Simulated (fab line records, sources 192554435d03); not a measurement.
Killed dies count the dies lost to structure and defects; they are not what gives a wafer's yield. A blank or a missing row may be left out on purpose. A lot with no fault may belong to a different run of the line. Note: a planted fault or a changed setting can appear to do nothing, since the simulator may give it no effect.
Matching of chambers | flow n5Finfet | N5_BEOL_M10_DEP_56 on pecvd-02: 3 sister chambers
The step deposits SiCN from 3MS/NH3, target thk 15 nm, time 26.5 s. 3 wafers are shown with their chamber, then 9 later ones without.

## WAFERS PAIRED WITH THEIR CHAMBERS
wafer  | chamber | showerheadPlenumPTorr (Torr)
L083.1 | 1       | 3.642
L083.3 | 0       | 3.673
L083.4 | 2       | 3.682

## WAFERS MISSING THEIR CHAMBER
wafer  | showerheadPlenumPTorr (Torr)
L086.3 | 3.651
L086.4 | 3.643
L086.5 | 3.660
L093.2 | 3.634
L093.4 | 3.649
L093.5 | 3.673
L097.4 | 3.669
L097.5 | 3.651
L097.6 | 3.641

## EACH ONE'S CHAMBER
wafer  | from the rows above          | in truth
L086.3 | can't be placed: 1 or 0      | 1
L086.4 | 1                            | 1
L086.5 | can't be placed: 0 or 1 or 2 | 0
L093.2 | 1                            | 1
L093.4 | 1                            | 1
L093.5 | can't be placed: 0 or 2      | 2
L097.4 | can't be placed: 0 or 2      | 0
L097.5 | can't be placed: 1 or 0      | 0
L097.6 | 1                            | 1
Correctly placed: 4 of 9. Cannot be placed on the basis of these rows: 5; the candidates contain the true chamber in 5. Wrongly placed: 0.
How it was worked out, from the rows above alone: a wafer's distance from a chamber is the root of the sum, over the readings, of the square of ((its reading less the chamber's mean) divided by the reading's scatter). The wafer belongs to the nearest chamber; if the next one is less than 2 further off, it can't be placed. Each chamber's mean is taken over the wafers shown for it. The scatter: with one shown wafer a chamber, the root of the mean of the squares of how far each hidden wafer lies from its nearest shown one.
